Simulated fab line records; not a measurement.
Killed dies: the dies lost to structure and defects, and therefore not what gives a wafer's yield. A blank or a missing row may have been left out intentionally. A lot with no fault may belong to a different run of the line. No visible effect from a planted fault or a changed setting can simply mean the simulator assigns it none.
Check for tools in common ; flow n5Finfet ; Sampled: 9 lots, 27 wafers

WHY THIS WAS OPENED
2 of 9 lots carry a flag on the reading RS_PWELL at N5_BEOL_M4_RC_MEAS_101. Fault-free wafers read 3013 ohm/sq, with a standard deviation of 24.
Rule: a lot is flagged when every wafer of it that has a number lies more than 4 standard deviations from that mean, or none has a number. As for the other lots, they are considered sound.

lot;measured;on;RS_PWELL (ohm/sq), wafer by wafer;flag
L751;day 8 04:59;prober-02;2972 2957 2983;
L755;day 9 05:44;prober-01;3193 3201 3228;FLAGGED
L758;day 9 21:27;prober-02;3215 3197 3205;FLAGGED
L765;day 12 14:43;prober-01;3040 3025 3014;
L772;day 13 06:59;prober-02;3048 3064 3022;
L771;day 13 17:14;prober-02;3027 2997 3009;
L770;day 14 05:20;prober-02;3006 2988 3006;
L773;day 14 11:01;prober-02;3039 3012 3019;
L774;day 15 03:51;prober-02;2983 2982 2982;
The mean of the flagged lots' numbers is 3206 ohm/sq, +194 ohm/sq from the usual (+8 standard deviations).

WHICH TOOL EACH LOT WENT THROUGH
The record holds 3 process steps before the reading, out of a route of 1938 steps. Each cell gives the tool, then ch followed by the chambers the sampled wafers passed through, then the start.
lot;flag;N5_WELL_APT_IMPLANT_31;N5_FIN_SAQP_PECVD_06;N5_FIN_SAQP_DESCUM_21
L751;;implanter-01 ch 0, day 1 15:40;pecvd-04 ch 0,1, day 1 21:28;rieDiel-02 ch 0,2,3, day 1 22:10
L755;FLAGGED;implanter-02 ch 0, day 2 15:07;pecvd-02 ch 0,1, day 2 20:58;rieDiel-06 ch 0,1, day 2 21:38
L758;FLAGGED;implanter-02 ch 0, day 3 09:48;pecvd-03 ch 0,1,2, day 3 15:44;rieDiel-06 ch 0,2,3, day 3 16:24
L765;;implanter-01 ch 0, day 5 04:29;pecvd-03 ch 0,1, day 5 10:29;rieDiel-06 ch 0,3, day 5 13:16
L772;;implanter-02 ch 0, day 6 22:13;pecvd-04 ch 0,1,2, day 7 04:22;rieDiel-01 ch 0,2,3, day 7 05:10
L771;;implanter-02 ch 0, day 6 16:17;pecvd-02 ch 0,1,2, day 6 22:55;rieDiel-01 ch 0,2,3, day 6 23:40
L770;;implanter-01 ch 0, day 6 09:30;pecvd-04 ch 0,2, day 6 15:52;rieDiel-06 ch 1,3, day 6 16:32
L773;;implanter-01 ch 0, day 7 02:57;pecvd-03 ch 0,1,2, day 7 10:46;rieDiel-02 ch 0,1, day 7 11:26
L774;;implanter-01 ch 0, day 7 09:19;pecvd-02 ch 1,2, day 7 15:35;rieDiel-01 ch 0,2,3, day 7 16:08
These steps, and what they do:
- N5_WELL_APT_IMPLANT_31
- N5_FIN_SAQP_PECVD_06: deposits a-Si from SiH4/He, target thk 60 nm, time 48.1 s.
- N5_FIN_SAQP_DESCUM_21: chemistry O2, time 7.9 s.
- N5_BEOL_M4_RC_MEAS_101

FLAGGED OVER TOTAL, TOOL BY TOOL (the gauges that took the reading come last)
step;tool;lots run;flagged;share of the flagged lots;sound lots run after its first flagged lot
N5_WELL_APT_IMPLANT_31;implanter-01;5;0;none;-
N5_WELL_APT_IMPLANT_31;implanter-02;4;2;all;2 (L771,L772)
N5_FIN_SAQP_PECVD_06;pecvd-02;3;1;some;2 (L771,L774)
N5_FIN_SAQP_PECVD_06;pecvd-03;3;1;some;2 (L765,L773)
N5_FIN_SAQP_PECVD_06;pecvd-04;3;0;none;-
N5_FIN_SAQP_DESCUM_21;rieDiel-01;3;0;none;-
N5_FIN_SAQP_DESCUM_21;rieDiel-02;2;0;none;-
N5_FIN_SAQP_DESCUM_21;rieDiel-06;4;2;all;2 (L765,L770)
N5_BEOL_M4_RC_MEAS_101;prober-01;2;1;some;1 (L765)
N5_BEOL_M4_RC_MEAS_101;prober-02;7;1;some;5 (L772,L771,L770,L773,L774)

WHAT IS ALLOWED BY THE TABLE
Table rows that saw every flagged lot: 2, namely implanter-02 at N5_WELL_APT_IMPLANT_31 and rieDiel-06 at N5_FIN_SAQP_DESCUM_21.
- implanter-02 at N5_WELL_APT_IMPLANT_31 ran 4 lots, 2 of them flagged. After the first flagged lot (L771, L772), sound lots still ran on it; a lasting fault on the whole tool would not permit that. Its own readings (beamEnergyKeV) fall more than 4 standard deviations out on all wafers of the flagged lots.
- rieDiel-06 at N5_FIN_SAQP_DESCUM_21 ran 4 lots, 2 of them flagged. After the first flagged lot (L765, L770), sound lots still ran on it; a lasting fault on the whole tool would not permit that.
There is no row in the table that ran each flagged lot and no sound lot after the first.

WHAT THE SIMULATOR HAD INSERTED
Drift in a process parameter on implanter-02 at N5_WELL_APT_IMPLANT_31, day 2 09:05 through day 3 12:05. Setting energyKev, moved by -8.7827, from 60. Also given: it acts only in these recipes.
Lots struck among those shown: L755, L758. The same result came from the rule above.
